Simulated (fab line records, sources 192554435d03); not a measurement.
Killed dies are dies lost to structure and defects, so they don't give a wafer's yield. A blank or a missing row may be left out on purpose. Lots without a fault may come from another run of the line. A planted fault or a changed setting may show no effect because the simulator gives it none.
fab line records | flow n5_finfet
record lots=6 wafers=18 last_day=18
route steps=1938 shown BEOL_M4@1091 PASSIVATION@1936
lots that met no fault: from a run of the same line without faults
start_h: hours from the record's first day to the start of the lot's first wafer shown | wait_h: hours since the lot's step before | " the same as in the row above | L1.1+2: a row that stands for several wafers | - no value, or no start given | * or withheld: withheld | < > ~ a bound
route shown NAME@n: a module of which the file shows steps, and the number in the route of the first | usual: mean/standard deviation of fault-free wafers | same: alike in all rows | chamber/n: place in a boat | sites: the reading at each site | _std_site: their standard deviation | _edge_site: outer sites' mean less inner sites' | radius_mm: how far each site lies from the wafer's centre | mask NAME#n: copy n | behind: the tool/chamber that last shaped the wafer | hold: why the lot was held/for how many hours/how that ended | device: the transistor (n, p or np) that didn't switch | end of line: the same wafers' tests at the end of the route | a step without rows: its recipe alone | killed: dies lost to structure and defects at the first sort, not the wafer's yield | map: a wafer's dies, x killed, . not, _ none there
set.NAME: the setting as run; set.NAME@STEP: as run at that earlier step | model.NAME: the simulator's own value behind a step, which no gauge read
lots at some steps of the route; a table a step, a row a wafer
services: from which hour (start_h, from the record's first day; less than 0 if before it) a tool's chamber was out of use, for how many hours, and why
## steps
# step N5_BEOL_M4_ANNEAL_87
# recipe temp_c=400 time_s=240 ambient=vacuum
# step N5_BEOL_M4_SPUTTER_88
# recipe material=Cu target_thk_a=45 temp_c=-20 chamber_pressure_pa=0.07 power_w=withheld time_s=8.29
# step N5_BEOL_M4_ANNEAL_89
# recipe temp_c=400 time_s=240 ambient=vacuum
# step N5_BEOL_M4_SPUTTER_90
# recipe material=Cu target_thk_a=45 temp_c=-20 chamber_pressure_pa=0.07 power_w=withheld time_s=8.29
# usual throttle_valve_pct=29.8/1
# same time_s=8.29
# columns lot.wafer tool chamber start_h wait_h throttle_valve_pct
L417.2 pvd_sputter-03 - 220.74 0.1 30.8
L417.3 " - " " 30.1
L417.4 " - " " 30.9
L418.1 pvd_sputter-03 - 231.29 0.1 31.2
L418.2 " - " " 29.7
L418.5 " - " " 30.0
L425.1 pvd_sputter-02 - 270.07 0.1 27.6
L425.4 " - " " 29.7
L425.6 " - " " 30.6
L423.2 pvd_sputter-02 - 271.95 0.1 30.0
L423.3 " - " " 27.6
L423.5 " - " " 30.5
L428.1 pvd_sputter-03 - 288.97 0.1 30.7
L428.4 " - " " 29.7
L428.5 " - " " 30.3
L430.1 pvd_sputter-03 - 313.63 0.1 29.9
L430.2 " - " " 30.1
L430.3 " - " " 31.0
# step N5_BEOL_M4_ANNEAL_91
# recipe temp_c=400 time_s=240 ambient=vacuum
# step N5_BEOL_M4_SPUTTER_92
# recipe material=Cu target_thk_a=45 temp_c=-20 chamber_pressure_pa=0.07 power_w=withheld time_s=8.29
# step N5_BEOL_M4_ANNEAL_93
# recipe temp_c=400 time_s=240 ambient=vacuum
# step N5_BEOL_M4_SPUTTER_94
# recipe material=Cu target_thk_a=45 temp_c=-20 chamber_pressure_pa=0.07 power_w=withheld time_s=8.29
# step N5_BEOL_M4_ANNEAL_95
# recipe temp_c=400 time_s=240 ambient=vacuum
# step N5_BEOL_M4_SPUTTER_96
# recipe material=Cu target_thk_a=45 temp_c=-20 chamber_pressure_pa=0.07 power_w=withheld time_s=8.29
# usual throttle_valve_pct=29.8/1
# same time_s=8.29
# columns lot.wafer tool chamber start_h wait_h throttle_valve_pct
L417.2 pvd_sputter-03 - 221.40 0.1 30.9
L417.3 " - " " 30.0
L417.4 " - " " 31.0
L418.1 pvd_sputter-03 - 231.95 0.1 31.4
L418.2 " - " " 29.8
L418.5 " - " " 30.3
L425.1 pvd_sputter-02 - 270.73 0.1 27.5
L425.4 " - " " 30.0
L425.6 " - " " 31.0
L423.2 pvd_sputter-02 - 272.61 0.1 29.8
L423.3 " - " " 27.7
L423.5 " - " " 30.4
L428.1 pvd_sputter-03 - 289.63 0.1 30.9
L428.4 " - " " 29.9
L428.5 " - " " 30.4
L430.1 pvd_sputter-03 - 314.29 0.1 29.6
L430.2 " - " " 30.1
L430.3 " - " " 31.2
# step N5_BEOL_M4_ECD_50
# recipe material=Cu target_thk_a=3000
# step N5_BEOL_M4_ANNEAL_51
# recipe temp_c=225 time_s=90 ambient=N2
# usual wafer_temp_C_max=226.2/0.47
# same time_s=90
# columns lot.wafer tool chamber start_h wait_h wafer_temp_C_max
L417.2 rtp_anneal-01 0 221.64 0.1 226.0
L417.3 " 0 " " 225.9
L417.4 " 0 " " 226.4
L418.1 rtp_anneal-01 0 232.15 0.1 225.7
L418.2 " 0 " " 225.6
L418.5 " 0 " " 226.0
L425.1 rtp_anneal-01 0 270.93 0.1 225.6
L425.4 " 0 " " 225.6
L425.6 " 0 " " 225.4
L423.2 rtp_anneal-02 0 273.01 0.3 226.4
L423.3 " 0 " " 226.3
L423.5 " 0 " " 226.5
L428.1 rtp_anneal-02 0 289.82 0.1 226.8
L428.4 " 0 " " 226.5
L428.5 " 0 " " 226.5
L430.1 rtp_anneal-02 0 314.48 0.1 225.7
L430.2 " 0 " " 226.6
L430.3 " 0 " " 226.1
# step N5_BEOL_M4_CMP_52
# recipe stop_on=SiOC t_overpolish_s=6.8 down_force_psi=1 platen_rpm=50 clearing_platen_down_force_psi=1.5 clearing_platen_rpm=50 post_cmp_clean=cu_alkaline target_thk_nm=40 clearing_platen_pad_velocity_m_s=0.99484 pad_velocity_m_s=0.99484
# usual barrier_field_endpoint_s=24.7/0.71 motor_current_A=6.0/0.66 overpolish_run_s=6.799/0.0087 platen_rpm=49.997/0.029 retaining_ring_pressure_frac=1.001/0.0054 slurry_filter_dp_kPa=13.50/0.15 time_to_endpoint_s=61/3.6
# columns lot.wafer tool chamber start_h wait_h barrier_field_endpoint_s motor_current_A overpolish_run_s platen_rpm retaining_ring_pressure_frac slurry_filter_dp_kPa time_to_endpoint_s model.SiOC_of_BEOL_M4_ILD_DEP_00.thk_nm
L417.3 cmp-02 2 221.91 0.2 41.3 5.9 0.034 50.051 1.006 13.35 79 77.4
L417.2 " 0 " " 41.3 6.2 0.037 49.973 0.999 13.58 81 76.4
L417.4 " 1 " " 41.3 7.2 0.034 49.994 0.993 13.44 82 77.4
L418.2 cmp-02 2 232.48 0.2 41.3 5.8 0.032 49.984 1.008 13.73 81 77.6
L418.1 " 0 " " 41.3 6.6 0.032 50.014 0.991 13.54 81 77.8
L418.5 " 2 " " 41.3 5.8 0.041 50.025 1.002 13.35 81 80
L425.1 cmp-04 2 271.26 0.3 25.4 6.2 6.794 50.005 1.007 13.69 63 77.4
L425.4 " 3 " " 24.4 6.3 6.802 49.981 1.006 13.45 56 77
L425.6 " 1 " " 24.4 6.4 6.789 49.981 1.000 13.51 53 75.4
L423.3 cmp-04 0 273.30 0.2 24.4 5.1 6.800 49.969 1.000 13.49 63 75.2
L423.2 " 2 " " 25.4 6.2 6.814 49.995 0.995 13.41 66 77
L423.5 " 3 " " 23.4 6.7 6.805 50.005 1.008 13.43 56 76.4
L428.1 cmp-01 1 290.12 0.3 25.1 5.9 6.797 50.022 1.004 13.56 60 75.4
L428.4 " 3 " " 25.8 6.2 6.789 49.964 1.004 13.28 63 77.4
L428.5 " 1 " " 25.3 6.0 6.801 50.028 1.000 13.48 63 75.4
L430.3 cmp-02 0 314.79 0.2 25.9 6.1 6.795 49.970 1.005 13.32 68 75.6
L430.2 " 2 " " 24.4 6.0 6.796 50.021 1.001 13.67 60 75.4
L430.1 " 3 " " 24.5 6.5 6.791 49.964 1.008 13.51 59 75.4
# step N5_BEOL_M4_THK_MEAS_53
# recipe thk_meas_gauge=xrf reads=Cu_of_BEOL_M4_ECD_50
# usual M4_THK=39.0/1.9
# columns lot.wafer tool chamber start_h wait_h M4_THK[nm]
L417.2 film_metro-02 - 222.20 - 148.5
L417.3 " - " " 147.9
L417.4 " - " " 146.4
L418.1 film_metro-01 - 232.74 - 146.9
L418.2 " - " " 147.4
L418.5 " - " " 160.8
L425.1 film_metro-02 - 271.52 - 41.4
L425.4 " - " " 39.0
L425.6 " - " " 38.4
L423.2 film_metro-01 - 273.56 - 40.7
L423.3 " - " " 37.4
L423.5 " - " " 36.3
L428.1 film_metro-01 - 290.41 - 38.9
L428.4 " - " " 40.1
L428.5 " - " " 38.9
L430.1 film_metro-02 - 315.09 - 40.4
L430.2 " - " " 38.0
L430.3 " - " " 41.3
# step N5_BEOL_M4_PRE_CLEAN_60
# recipe gas=NH3/H2 time_s=15 temp_c=* rf_power_w=300
# usual heater_power_outer_w=22/10 heater_power_w=85/22
# same time_s=15
# columns lot.wafer tool chamber start_h wait_h heater_power_outer_w heater_power_w
L417.2 cvd_co-02 2 222.24 0.0 23 100
L417.3 " 0 " " 26 85
L417.4 " 1 " " 44 132
L418.1 cvd_co-02 2 232.78 0.0 23 101
L418.2 " 0 " " 26 84
L418.5 " 2 " " 23 101
L425.1 cvd_co-02 1 271.56 0.0 44 129
L425.4 " 1 " " 44 131
L425.6 " 2 " " 23 101
L423.2 cvd_co-02 1 273.65 0.1 44 130
L423.3 " 0 " " 26 86
L423.5 " 1 " " 43 129
L428.1 cvd_co-01 0 290.45 0.0 13 67
L428.4 " 2 " " 16 65
L428.5 " 0 " " 13 66
L430.1 cvd_co-01 0 315.13 0.0 13 66
L430.2 " 2 " " 15 65
L430.3 " 1 " " 16 76
# step N5_BEOL_M4_CO_CAP_55
# recipe material=Co target_thk_a=20 temp_c=200 precursor=CCTBA/H2 pressure_torr=30 time_s=102.1
# step N5_BEOL_M4_PRE_CLEAN_56
# recipe gas=NH3 time_s=15 temp_c=withheld rf_power_w=300
# step N5_BEOL_M4_DEP_57
# recipe material=SiCN target_thk_a=80 temp_c=withheld precursor=3MS/NH3 pressure_torr=3 rf_w=202 time_s=14
# usual showerhead_plenum_p_Torr=3.663/0.0085 throttle_valve_pct=9.0/0.4
# same time_s=14
# columns lot.wafer tool chamber start_h wait_h showerhead_plenum_p_Torr throttle_valve_pct
L417.2 pecvd-04 2 222.40 0.0 3.668 8.2
L417.3 " 0 " " 3.656 9.5
L417.4 " 0 " " 3.657 9.3
L418.1 pecvd-04 1 232.93 0.0 3.654 9.3
L418.2 " 0 " " 3.662 9.3
L418.5 " 2 " " 3.657 8.4
L425.1 pecvd-01 1 271.71 0.0 3.660 9.2
L425.4 " 2 " " 3.682 9.1
L425.6 " 1 " " 3.658 8.9
L423.2 pecvd-01 1 273.81 0.0 3.659 9.3
L423.3 " 2 " " 3.681 9.1
L423.5 " 0 " " 3.657 9.1
L428.1 pecvd-01 1 290.61 0.0 3.666 9.2
L428.4 " 2 " " 3.667 9.0
L428.5 " 0 " " 3.669 8.9
L430.1 pecvd-04 2 315.28 0.0 3.662 8.2
L430.2 " 1 " " 3.655 9.3
L430.3 " 0 " " 3.663 9.1
# step N5_BEOL_M4_INSPECT_59
# recipe inspect_instrument=darkfield mode=post_dep
# usual raw_defect_count=73/22
# columns lot.wafer tool chamber start_h wait_h raw_defect_count
L417.2 defect_inspect-02 - 222.49 0.0 4963
L417.3 " - " " 4995
L417.4 " - " " 5087
L418.1 defect_inspect-02 - 233.02 0.0 5008
L418.2 " - " " 5061
L418.5 " - " " 5003
L425.1 defect_inspect-01 - 271.80 0.0 64
L425.4 " - " " 63
L425.6 " - " " 95
L423.2 defect_inspect-01 - 273.90 0.0 45
L423.3 " - " " 50
L423.5 " - " " 56
L428.1 defect_inspect-01 - 290.71 0.0 87
L428.4 " - " " 99
L428.5 " - " " 91
L430.1 defect_inspect-02 - 315.37 0.0 97
L430.2 " - " " 93
L430.3 " - " " 75
# step N5_BEOL_M4_RC_MEAS_101
# usual DIBL_N=37.2/2.5 DIBL_P=38/3 IOFF_N=0.17/0.044 IOFF_P=0.24/0.059 ION_N=667/13 ION_P=461/7.9 SS_N=71.8/0.86 SS_P=73.6/0.92 VT_N=250/4.1 VT_P=-249/3.9
# columns lot.wafer tool chamber start_h wait_h DIBL_N[mV/V] DIBL_P[mV/V] IOFF_N[nA/um] IOFF_P[nA/um] ION_N[uA/um] ION_P[uA/um] SS_N[mV/dec] SS_P[mV/dec] VT_N[mV] VT_P[mV]
L425.1 prober-02 0 271.83 0.0 37.2 36 0.15 0.23 654 457 71.6 73.5 253 -251
L425.4 " 0 " " 38.8 39 0.17 0.27 652 459 72.4 74.6 251 -248
L425.6 " 0 " " 34.4 33 0.12 0.20 640 451 71.1 71.8 258 -249
L423.2 prober-01 0 274.08 0.2 38.3 42 0.20 0.33 664 468 72.6 74.3 249 -243
L423.3 " 0 " " 36.3 39 0.17 0.27 669 461 72.1 73.7 250 -244
L423.5 " 0 " " 38.5 41 0.21 0.32 682 473 71.9 75.2 247 -243
L428.1 prober-01 0 290.74 0.0 39.6 40 0.22 0.31 688 469 72.0 74.3 244 -244
L428.4 " 0 " " 39.8 42 0.22 0.36 683 472 72.2 74.0 246 -240
L428.5 " 0 " " 35.1 35 0.12 0.22 648 456 71.3 72.8 252 -249
L430.1 prober-01 0 315.40 0.0 38.3 37 0.15 0.25 665 463 72.4 73.5 252 -247
L430.2 " 0 " " 37.9 36 0.14 0.22 650 454 71.4 74.0 254 -248
L430.3 " 0 " " 40.6 40 0.21 0.32 679 469 73.0 74.8 249 -246
# step N5_PASSIVATION_PROBE_49
# usual defect_limited_yield=91.5/1.4 killed_at_M0_to_M3=32/11 killed_at_M4_up=12/4.4 killed_at_contacts=13/6.1 killed_at_front_end=39/12 killed_at_other=3.9/3 killed_dies=100/17 killed_on_rim=13/3.9 killed_open=66/12 killed_short=33/7.4 sort_bin_4_leakage=0.03/0.14 sort_bin_5_function=5.0/0.95 sort_bin_6_memory=3.2/0.66 sort_n_pass=1079/17 sort_yield_pct=91.4/1.5
# same gross_dies=1180 killed_at_back_side=0 sort_bin_8_speed[%]=0
# columns lot.wafer tool chamber start_h wait_h defect_limited_yield[%] killed_at_M0_to_M3 killed_at_M4_up killed_at_contacts killed_at_front_end killed_at_other killed_dies killed_on_rim killed_open killed_short sort_bin_4_leakage[%] sort_bin_5_function[%] sort_bin_6_memory[%] sort_n_pass sort_yield_pct[%]
L417.2 prober-02 - 336.40 0.1 0 36 1087 8 45 4 1180 152 68 35 0 5.0 3.4 0 0
L417.3 prober-02 - 336.45 0.1 0 26 1104 6 39 5 1180 152 59 25 0 4.4 2.7 0 0
L417.4 prober-02 - 336.50 0.2 0 22 1123 4 31 0 1180 152 55 15 0 3.5 2.4 0 0
L418.1 prober-02 - 340.18 0.0 0 43 1101 15 21 0 1180 152 46 34 0 3.8 3.0 0 0
L418.2 prober-02 - 340.23 0.1 0 14 1105 16 33 12 1180 152 50 36 0 3.9 3.0 0 0
L418.5 prober-02 - 340.38 0.2 0 35 1105 12 26 2 1180 152 56 29 0 4.7 2.2 0 0
L423.2 prober-01 - 374.32 0.1 89.5 35 14 20 52 3 124 20 88 35 0 5.9 4.2 1056 89.5
L423.3 prober-01 - 374.37 0.1 90.3 39 16 12 45 2 114 12 78 32 0 5.5 3.6 1066 90.3
L423.5 prober-01 - 374.47 0.2 90.3 39 16 11 45 3 114 19 76 36 0 5.8 3.5 1066 90.3
L425.1 prober-02 - 378.23 0.0 91.1 35 18 8 40 4 105 14 56 46 0 5.3 3.0 1075 91.1
L425.4 prober-02 - 378.38 0.2 91.4 37 10 9 45 1 102 9 64 38 0 5.4 3.0 1078 91.4
L425.6 prober-02 - 378.48 0.3 90.3 45 12 4 50 3 114 15 69 44 0 5.7 3.6 1066 90.3
# killed by level:class
L417.2 BEOL_M4:area_cmp=1077 FIN_SAQP:geometric_particle:open=15 BEOL_M0_SAQP:geometric_particle:short=11 FIN_SAQP:geometric_particle:short=9 MOL_CONTACT_COAG:geometric_particle:open=8 BEOL_M0_SAQP:geometric_particle:open=8 STI_FIN_REVEAL:geometric_particle:open=8 BEOL_M3:geometric_particle:open=8
L417.3 BEOL_M4:area_cmp=1093 STI_FIN_REVEAL:geometric_particle:open=14 BEOL_M0_SAQP:geometric_particle:open=11 BEOL_M0_SAQP:geometric_particle:short=9 MOL_CONTACT_COAG:geometric_particle:open=5 FIN_SAQP:geometric_particle:open=4 STARTING-WAFER:geometric_particle:open=4 BEOL_M6:geometric_particle:open=4
L417.4 BEOL_M4:area_cmp=1110 BEOL_M3:geometric_particle:open=8 GATE_CUT:geometric_particle:open=7 FIN_SAQP:geometric_particle:open=5 GATE_CUT:geometric_particle:short=5 MOL_CONTACT_COAG:geometric_particle:open=4 BEOL_M1:geometric_particle:open=4 BEOL_M5:geometric_particle:open=4
L418.1 BEOL_M4:area_cmp=1099 MOL_CONTACT_COAG:geometric_particle:open=12 BEOL_M2:geometric_particle:short=9 BEOL_M2:geometric_particle:open=9 BEOL_M0_SAQP:geometric_particle:short=8 BEOL_M0_SAQP:geometric_particle:open=8 FIN_SAQP:geometric_particle:short=6 BEOL_M3:geometric_particle:open=6
L418.2 BEOL_M4:area_cmp=1094 MOL_CONTACT_COAG:geometric_particle:open=12 FIN_SAQP:geometric_particle:open=7 ILD0:geometric_particle:short=6 FIN_SAQP:geometric_particle:short=5 STI_FIN_REVEAL:geometric_particle:open=5 PAD_METAL:geometric_particle:short=5 MOL_CONTACT_COAG:geometric_particle:short=4
L418.5 BEOL_M4:area_cmp=1095 BEOL_M0_SAQP:geometric_particle:open=11 MOL_CONTACT_COAG:geometric_particle:open=9 BEOL_M2:geometric_particle:open=9 BEOL_M0_SAQP:geometric_particle:short=6 ILD0:geometric_particle:short=5 BEOL_M3:geometric_particle:open=5 FIN_SAQP:geometric_particle:open=3
L423.2 MOL_CONTACT_COAG:geometric_particle:open=16 FIN_SAQP:geometric_particle:short=12 STI_FIN_REVEAL:geometric_particle:open=11 BEOL_M0_SAQP:geometric_particle:open=8 BEOL_M2:geometric_particle:open=8 FIN_SAQP:geometric_particle:open=7 BEOL_M4:geometric_particle:open=6 BEOL_M3:geometric_particle:open=6
L423.3 STI_FIN_REVEAL:geometric_particle:open=11 MOL_CONTACT_COAG:geometric_particle:open=9 BEOL_M0_SAQP:geometric_particle:open=8 GATE_CUT:geometric_particle:short=7 BEOL_M0:geometric_particle:open=7 BEOL_M1:geometric_particle:open=7 FIN_SAQP:geometric_particle:open=6 FIN_SAQP:geometric_particle:short=5
L423.5 STI_FIN_REVEAL:geometric_particle:open=24 BEOL_M1:geometric_particle:open=11 BEOL_M0:geometric_particle:short=6 BEOL_M0_SAQP:geometric_particle:short=5 DUMMY_GATE:geometric_particle:open=5 MOL_CONTACT_COAG:geometric_particle:open=5 MOL_CONTACT_COAG:geometric_particle:short=5 BEOL_M4:geometric_particle:open=5
L425.1 FIN_SAQP:geometric_particle:short=12 FIN_SAQP:geometric_particle:open=8 MOL_CONTACT_COAG:geometric_particle:open=8 BEOL_M0_SAQP:geometric_particle:short=8 BEOL_M0_SAQP:geometric_particle:open=7 STI_FIN_REVEAL:geometric_particle:open=6 BEOL_M5:geometric_particle:open=6 BEOL_M1:geometric_particle:open=4
L425.4 STI_FIN_REVEAL:geometric_particle:open=13 FIN_SAQP:geometric_particle:short=11 MOL_CONTACT_COAG:geometric_particle:open=7 FIN_SAQP:geometric_particle:open=6 BEOL_M2:geometric_particle:open=6 BEOL_M0_SAQP:geometric_particle:open=5 BEOL_M1:geometric_particle:short=5 BEOL_M3:geometric_particle:open=5
L425.6 FIN_SAQP:geometric_particle:open=11 FIN_SAQP:geometric_particle:short=11 BEOL_M0_SAQP:geometric_particle:open=10 BEOL_M0_SAQP:geometric_particle:short=10 BEOL_M1:geometric_particle:open=6 BEOL_M2:geometric_particle:open=6 GATE_CUT:geometric_particle:open=5 BEOL_M3:geometric_particle:open=5
# map L417.2 (x killed, . not)
_________________xxxxxxxxxxxx________________
______________xxxxxxxxxxxxxxxxxx_____________
___________xxxxxxxxxxxxxxxxxxxxxxxx__________
__________xxxxxxxxxxxxxxxxxxxxxxxxxx_________
________xxxxxxxxxxxxxxxxxxxxxxxxxxxxxx_______
_______xxxxxxxxxxxxxxxxxxxxxxxxxxxxxxxx______
______xxxxxxxxxxxxxxxxxxxxxxxxxxxxxxxxxx_____
_____xxxxxxxxxxxxxxxxxxxxxxxxxxxxxxxxxxxx____
____xxxxxxxxxxxxxxxxxxxxxxxxxxxxxxxxxxxxxx___
___xxxxxxxxxxxxxxxxxxxxxxxxxxxxxxxxxxxxxxxx__
___xxxxxxxxxxxxxxxxxxxxxxxxxxxxxxxxxxxxxxxx__
__xxxxxxxxxxxxxxxxxxxxxxxxxxxxxxxxxxxxxxxxxx_
__xxxxxxxxxxxxxxxxxxxxxxxxxxxxxxxxxxxxxxxxxx_
_xxxxxxxxxxxxxxxxxxxxxxxxxxxxxxxxxxxxxxxxxxxx
_xxxxxxxxxxxxxxxxxxxxxxxxxxxxxxxxxxxxxxxxxxxx
_xxxxxxxxxxxxxxxxxxxxxxxxxxxxxxxxxxxxxxxxxxxx
_xxxxxxxxxxxxxxxxxxxxxxxxxxxxxxxxxxxxxxxxxxxx
_xxxxxxxxxxxxxxxxxxxxxxxxxxxxxxxxxxxxxxxxxxxx
_xxxxxxxxxxxxxxxxxxxxxxxxxxxxxxxxxxxxxxxxxxxx
_xxxxxxxxxxxxxxxxxxxxxxxxxxxxxxxxxxxxxxxxxxxx
_xxxxxxxxxxxxxxxxxxxxxxxxxxxxxxxxxxxxxxxxxxxx
__xxxxxxxxxxxxxxxxxxxxxxxxxxxxxxxxxxxxxxxxxx_
__xxxxxxxxxxxxxxxxxxxxxxxxxxxxxxxxxxxxxxxxxx_
___xxxxxxxxxxxxxxxxxxxxxxxxxxxxxxxxxxxxxxxx__
___xxxxxxxxxxxxxxxxxxxxxxxxxxxxxxxxxxxxxxxx__
____xxxxxxxxxxxxxxxxxxxxxxxxxxxxxxxxxxxxxx___
_____xxxxxxxxxxxxxxxxxxxxxxxxxxxxxxxxxxxx____
______xxxxxxxxxxxxxxxxxxxxxxxxxxxxxxxxxx_____
_______xxxxxxxxxxxxxxxxxxxxxxxxxxxxxxxx______
________xxxxxxxxxxxxxxxxxxxxxxxxxxxxxx_______
__________xxxxxxxxxxxxxxxxxxxxxxxxxx_________
___________xxxxxxxxxxxxxxxxxxxxxxxx__________
______________xxxxxxxxxxxxxxxxxx_____________
_________________xxxxxxxxxxxx________________
# map L418.1 (x killed, . not)
_________________xxxxxxxxxxxx________________
______________xxxxxxxxxxxxxxxxxx_____________
___________xxxxxxxxxxxxxxxxxxxxxxxx__________
__________xxxxxxxxxxxxxxxxxxxxxxxxxx_________
________xxxxxxxxxxxxxxxxxxxxxxxxxxxxxx_______
_______xxxxxxxxxxxxxxxxxxxxxxxxxxxxxxxx______
______xxxxxxxxxxxxxxxxxxxxxxxxxxxxxxxxxx_____
_____xxxxxxxxxxxxxxxxxxxxxxxxxxxxxxxxxxxx____
____xxxxxxxxxxxxxxxxxxxxxxxxxxxxxxxxxxxxxx___
___xxxxxxxxxxxxxxxxxxxxxxxxxxxxxxxxxxxxxxxx__
___xxxxxxxxxxxxxxxxxxxxxxxxxxxxxxxxxxxxxxxx__
__xxxxxxxxxxxxxxxxxxxxxxxxxxxxxxxxxxxxxxxxxx_
__xxxxxxxxxxxxxxxxxxxxxxxxxxxxxxxxxxxxxxxxxx_
_xxxxxxxxxxxxxxxxxxxxxxxxxxxxxxxxxxxxxxxxxxxx
_xxxxxxxxxxxxxxxxxxxxxxxxxxxxxxxxxxxxxxxxxxxx
_xxxxxxxxxxxxxxxxxxxxxxxxxxxxxxxxxxxxxxxxxxxx
_xxxxxxxxxxxxxxxxxxxxxxxxxxxxxxxxxxxxxxxxxxxx
_xxxxxxxxxxxxxxxxxxxxxxxxxxxxxxxxxxxxxxxxxxxx
_xxxxxxxxxxxxxxxxxxxxxxxxxxxxxxxxxxxxxxxxxxxx
_xxxxxxxxxxxxxxxxxxxxxxxxxxxxxxxxxxxxxxxxxxxx
_xxxxxxxxxxxxxxxxxxxxxxxxxxxxxxxxxxxxxxxxxxxx
__xxxxxxxxxxxxxxxxxxxxxxxxxxxxxxxxxxxxxxxxxx_
__xxxxxxxxxxxxxxxxxxxxxxxxxxxxxxxxxxxxxxxxxx_
___xxxxxxxxxxxxxxxxxxxxxxxxxxxxxxxxxxxxxxxx__
___xxxxxxxxxxxxxxxxxxxxxxxxxxxxxxxxxxxxxxxx__
____xxxxxxxxxxxxxxxxxxxxxxxxxxxxxxxxxxxxxx___
_____xxxxxxxxxxxxxxxxxxxxxxxxxxxxxxxxxxxx____
______xxxxxxxxxxxxxxxxxxxxxxxxxxxxxxxxxx_____
_______xxxxxxxxxxxxxxxxxxxxxxxxxxxxxxxx______
________xxxxxxxxxxxxxxxxxxxxxxxxxxxxxx_______
__________xxxxxxxxxxxxxxxxxxxxxxxxxx_________
___________xxxxxxxxxxxxxxxxxxxxxxxx__________
______________xxxxxxxxxxxxxxxxxx_____________
_________________xxxxxxxxxxxx________________
## services
# columns tool chamber start_h hours kind
cmp-02 - 207.18 5.2 pm
cvd_co-01 - 218.10 0.7 repair
cmp-01 - 228.38 0.4 repair
cmp-02 - 239.83 4.0 pm
cmp-02 - 243.83 - consumable_replace:conditioner
cmp-02 - 243.83 - consumable_replace:pad
cvd_co-01 - 244.77 0.8 repair
cmp-01 - 251.56 4.0 pm
cmp-01 - 255.56 - consumable_replace:conditioner
cmp-01 - 255.56 - consumable_replace:pad
cmp-02 - 256.58 0.3 repair
cmp-01 - 260.01 6.3 pm
cvd_co-02 - 298.91 4.3 pm
cvd_co-01 - 304.14 0.2 repair
cmp-04 - 306.07 0.5 repair
## key
first_sign step=N5_BEOL_M4_CMP_52 reading=overpolish_run_s direction=down sigmas=99+ usual=6.799 struck=0.035
effect step=N5_BEOL_M4_CMP_52 reading=barrier_field_endpoint_s direction=up sigmas=23 usual=24.7 struck=41.3
effect step=N5_BEOL_M4_THK_MEAS_53 reading=M4_THK direction=up sigmas=59 usual=39.0 struck=149.7
effect step=N5_BEOL_M4_INSPECT_59 reading=raw_defect_count direction=up sigmas=99+ usual=73 struck=5020
effect step=N5_PASSIVATION_PROBE_49 reading=killed_at_M4_up direction=up sigmas=99+ usual=12 struck=1104
model_effect step=N5_BEOL_M4_CMP_52 value=SiOC_of_BEOL_M4_ILD_DEP_00.thk_nm without=76.23 struck=77.77
more_kills_born_at N5_BEOL_M4_CMP_52@cmp-02=6568
met_at N5_BEOL_M4_CMP_52
struck_wafers L417.2,L417.3,L417.4,L418.1,L418.2,L418.5
later_rows_left_out L417.2,L417.3,L417.4,L418.1,L418.2,L418.5
fault kind=process_parameter_drift tool=cmp-02 chamber=- onset_h=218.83 steps=N5_BEOL_M4_CMP_52 channel=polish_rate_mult offset=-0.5 shape=step end_h=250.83
# later_rows_left_out: the simulator's readings of these wafers behind a module that went badly wrong aren't trusted and aren't shown, but for the sort
